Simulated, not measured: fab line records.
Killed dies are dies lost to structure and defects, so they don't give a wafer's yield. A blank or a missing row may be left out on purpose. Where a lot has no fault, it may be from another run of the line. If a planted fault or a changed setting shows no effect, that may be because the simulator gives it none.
Which tool did it? ; flow n5-finfet ; Sampling: 12 lots, 36 wafers, 5 of 1938 route steps

## WHAT THE GAUGES SHOWED, per wafer
N5_MOL_CONTACT_COAG_OVL_MEAS_09.
lot;measured;on;CA_OVL (nm)
L075;day 5 01:10;overlay-02;-0.1 2.2 0.8
L077;day 5 14:30;overlay-02;0.9 0.0 0.9
L079;day 6 05:40;overlay-02;-0.7 0.8 -0.1
L081;day 6 10:20;overlay-02;1.4 1.8 1.5
L083;day 6 19:50;overlay-01;1.6 1.5 -0.7
L085;day 7 09:38;overlay-01;0.4 -0.4 0.5
L087;day 7 19:59;overlay-01;0.0 0.2 -0.4
L089;day 8 08:34;overlay-02;0.1 1.9 1.3
L091;day 8 19:28;overlay-02;0.6 1.0 0.6
L093;day 9 08:46;overlay-02;0.4 -0.1 1.5
L095;day 9 23:37;overlay-01;-0.5 0.2 1.7
L097;day 10 10:16;overlay-01;-0.7 0.2 -0.5

## WHAT TOOL EACH LOT RAN ON (gives the tool, then ch and the chambers of the sampled wafers, and finally the start)
lot;N5_GATE_CUT_STRIP_59;N5_GATE_CUT_CUT_ETCH_53;N5_GATE_CUT_STRIP_21;N5_GATE_CUT_CMP_23
L075;rie-diel-01 ch 0,1,2, day 4 18:01;rie-metal-03 ch 0,1, day 4 21:41;plasma-asher-01 ch 0,1, day 4 21:59;cmp-03 ch 0,1, day 4 23:42
L077;rie-diel-06 ch 1,2, day 5 07:16;rie-metal-02 ch 0,1, day 5 11:05;plasma-asher-01 ch 0,1, day 5 11:22;cmp-03 ch 0,1,3, day 5 13:00
L079;rie-diel-01 ch 2,3, day 5 22:25;rie-metal-03 ch 0,1, day 6 02:15;plasma-asher-02 ch 0,1, day 6 02:32;cmp-04 ch 0,2,3, day 6 04:11
L081;rie-diel-01 ch 1,2,3, day 6 02:56;rie-metal-01 ch 0,1, day 6 06:53;plasma-asher-01 ch 0,1, day 6 07:11;cmp-03 ch 0,1, day 6 08:50
L083;rie-diel-01 ch 1,3, day 6 12:44;rie-metal-01 ch 0,1, day 6 16:26;plasma-asher-01 ch 0,1, day 6 16:43;cmp-03 ch 1,2,3, day 6 18:27
L085;rie-diel-01 ch 0,2, day 7 02:32;rie-metal-03 ch 0,1, day 7 06:20;plasma-asher-01 ch 0,1, day 7 06:38;cmp-04 ch 1,2,3, day 7 08:16
L087;rie-diel-05 ch 1,2,3, day 7 12:41;rie-metal-01 ch 0,1, day 7 16:34;plasma-asher-01 ch 0,1, day 7 16:52;cmp-04 ch 0,2,3, day 7 18:34
L089;rie-diel-05 ch 2,3, day 8 01:09;rie-metal-03 ch 0, day 8 05:08;plasma-asher-01 ch 0,1, day 8 05:25;cmp-03 ch 2,3, day 8 07:06
L091;rie-diel-01 ch 2,3, day 8 11:35;rie-metal-03 ch 0,1, day 8 16:10;plasma-asher-01 ch 0,1, day 8 16:28;cmp-02 ch 1,3, day 8 18:08
L093;rie-diel-01 ch 0,3, day 9 00:49;rie-metal-01 ch 1, day 9 04:31;plasma-asher-02 ch 0,1, day 9 05:07;cmp-04 ch 2,3, day 9 07:23
L095;rie-diel-05 ch 1,2,3, day 9 16:15;rie-metal-03 ch 0, day 9 20:02;plasma-asher-01 ch 0,1, day 9 20:36;cmp-02 ch 0,1,3, day 9 22:15
L097;rie-diel-05 ch 1,2, day 10 02:47;rie-metal-03 ch 0, day 10 06:34;plasma-asher-01 ch 0,1, day 10 07:08;cmp-02 ch 0,1,2, day 10 08:49
- N5_GATE_CUT_STRIP_59: strips in N2/H2, time 20 s.
- N5_GATE_CUT_CUT_ETCH_53: etches W in SF6/Cl2, target depth 79.2 nm.
- N5_GATE_CUT_STRIP_21: strips in N2/H2, time 30 s.
- N5_GATE_CUT_CMP_23: polishes, stops on SiO2, t overpolish 23.4 s, target thk 16 nm.

## THE ANSWER, worked out from the rows above alone
Rule: the usual values come from the lots themselves. The widest of any qualifying gaps counts: lots, ordered by their means at a reading, are off when they make up no more than a third of the lots, leave a main group of 4 or more, and stand apart from it by 3 or more times the standard deviation of that group's means. If all means in a main group match to the digits the tables above print for the reading, that group is not used. A lot without any number at a reading at which 4 lots or more have one is off too. The other lots that the step has rows for count as sound.
Across all readings shown, no lot is off: no conclusion can be drawn from this.

## WHAT HAD BEEN PUT IN BY THE SIMULATOR
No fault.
